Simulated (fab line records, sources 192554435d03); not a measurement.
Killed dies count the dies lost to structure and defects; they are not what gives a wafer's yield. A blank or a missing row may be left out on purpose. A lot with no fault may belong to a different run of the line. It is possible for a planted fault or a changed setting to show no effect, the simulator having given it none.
A struck lot beside a sound one | flow n5 finfet | 16 out of 1938 route steps
Sound: wafers L154.3, L154.4, L154.6. Struck: wafer L168.4 (left out: L168.3, L168.5 of the same lot, which were not struck); the cause appears at the end.
Each step with rows lists, per side, the tool, then ch with its chambers, then its first start. Under that, the readings that differ: sound wafers | struck wafers | difference of the means | sigmas: that difference in standard deviations of wafers without a fault.
alike: readings whose means differ by less than 2 such deviations, and words and numbers that are the same on both sides. not compared: withheld readings, readings that some wafer has no value for, bounds like >300 that may hide the same value, and numbers for which the record gives no deviation and whose values overlap.
Wherever a step has rows on one side only, a row that says differs or no value, or a row with sigmas, the two part there. Numbers that don't overlap but have no deviation are shown without sigmas and don't part them. A reading missing from all wafers of one side parts the sides only when that side holds two or more wafers.

first, 2 steps without rows for these wafers: N5_BEOL_M4_PEB_09 (peb time 60 s); N5_BEOL_M4_DEVELOP_10 (develop time 30 s).
N5_BEOL_M4_CD_MEAS_11: target cd 16.79 nm.
  sound on cd sem-02 ch 0, day 10 19:13; struck on cd sem-01 ch 0, day 15 09:03
  alike: cd nm
N5_BEOL_M4_OVL_MEAS_12:
  sound on overlay-01 ch 0, day 10 19:16; struck on overlay-02 ch 0, day 15 09:05
  alike: M4_OVL
N5_BEOL_M4_INSPECT_13: inspects for defects (brightfield).
  sound: defect inspect-02 at day 10 19:19; struck: defect inspect-01 at day 15 09:08
  alike: raw defect count
N5_BEOL_M4_DESCUM_16: chemistry O2, time 7 s.
  sound on rie diel-05 ch 0,2,3, day 10 19:20; struck on rie diel-04 ch 0, day 15 09:10
  reading            | sound             | struck | difference | sigmas
  rf fwd power W (W) | 48.97 49.52 49.33 | 49.68  | +0.41      | +2
  rf vpp V (V)       | 244.7 242.7 244.9 | 241.4  | -2.7       | -2
  alike: drypump motor current A, oes product au, showerhead plenum p Torr, throttle valve pct
  not compared: rf hours counter h
N5_BEOL_M4_ETCH_74: etches underlayer in N2/H2, target depth 6.5 nm, time 5.2 s.
  sound on rie diel-05 ch 0,2,3, day 10 19:22; struck on rie diel-04 ch 0, day 15 09:12
  reading               | sound          | struck | difference | sigmas
  oes product au (a.u.) | 0.61 0.61 0.63 | 0.76   | +0.14      | +2
  alike: drypump motor current A, etch rf on time s, h2 flow sccm, rf fwd power W, rf vpp V, showerhead plenum p Torr, throttle valve pct
  not compared: rf hours counter h
then, 1 step without rows for these wafers: N5_BEOL_M4_ETCH_63 (etches SiARC in CF4, target depth 15.6 nm, time 26 s).
N5_BEOL_M4_ETCH_64: etches SOC in N2/H2, target depth 75 nm, overetch 22.5 nm, time 121.9 s.
  sound on rie diel-05 ch 0,2,3, day 10 19:25; struck on rie diel-04 ch 0, day 15 09:15
  alike: drypump motor current A, h2 flow sccm, oes product au, rf fwd power W, rf vpp V, showerhead plenum p Torr, throttle valve pct
  not compared: rf hours counter h
then, 2 steps without rows for these wafers: N5_BEOL_M4_STRIP_65 (strips in N2/H2); N5_BEOL_M4_STRIP_75 (strips in N2/H2).
N5_BEOL_M4_STRIP_66: strips in CF4.
  sound on rie diel-05 ch 0,2,3, day 10 19:33; struck on rie diel-04 ch 0, day 15 09:23
  reading                | sound             | struck | difference | sigmas
  throttle valve pct (%) | 13.65 13.51 13.65 | 13.16  | -0.44      | -2
  alike: drypump motor current A, oes product au, rf fwd power W, rf vpp V, showerhead plenum p Torr
  not compared: rf hours counter h
N5_BEOL_M4_HM_OPEN_17: chemistry Cl2/BCl3, target TiN, target depth 20 nm, overetch 6 nm.
  sound on rie metal-02 ch 0,1, day 10 19:37; struck on rie metal-02 ch 0, day 15 09:27
  reading                                  | sound          | struck | difference | sigmas
  model.SOC_of_BEOL_M4_COAT_61.thk nm (nm) | 51.8 51.8 51.8 | 51.6   | -0.2       |
  alike: drypump motor current A, oes product au, rf fwd power W, throttle valve pct
  not compared: rf hours counter h
N5_BEOL_M4_STRIP_19: strips in O2.
  sound on rie diel-05 ch 2,3, day 10 19:48; struck on rie diel-05 ch 3, day 15 09:32
  alike: drypump motor current A, oes product au, rf vpp V, showerhead plenum p Torr, throttle valve pct
  not compared: rf hours counter h
N5_BEOL_M4_RC_MEAS_101:
  sound on prober-02 ch 0, day 12 02:07; struck on prober-01 ch 0, day 16 09:44
  alike: DIBL_N, DIBL_P, IOFF_N, IOFF_P, ION_N, ION_P, SS_N, SS_P, VT_N, VT_P
after that, 1 step had no rows for these wafers: N5_PASSIVATION_PROBE_49.

## WHERE THEY PART
Earliest at N5_BEOL_M4_DESCUM_16; latest, in this record, at N5_BEOL_M4_STRIP_66. Later steps at which nothing parts them and some readings are alike: N5_BEOL_M4_HM_OPEN_17, N5_BEOL_M4_STRIP_19, N5_BEOL_M4_RC_MEAS_101.

WHY: what the simulator had put in
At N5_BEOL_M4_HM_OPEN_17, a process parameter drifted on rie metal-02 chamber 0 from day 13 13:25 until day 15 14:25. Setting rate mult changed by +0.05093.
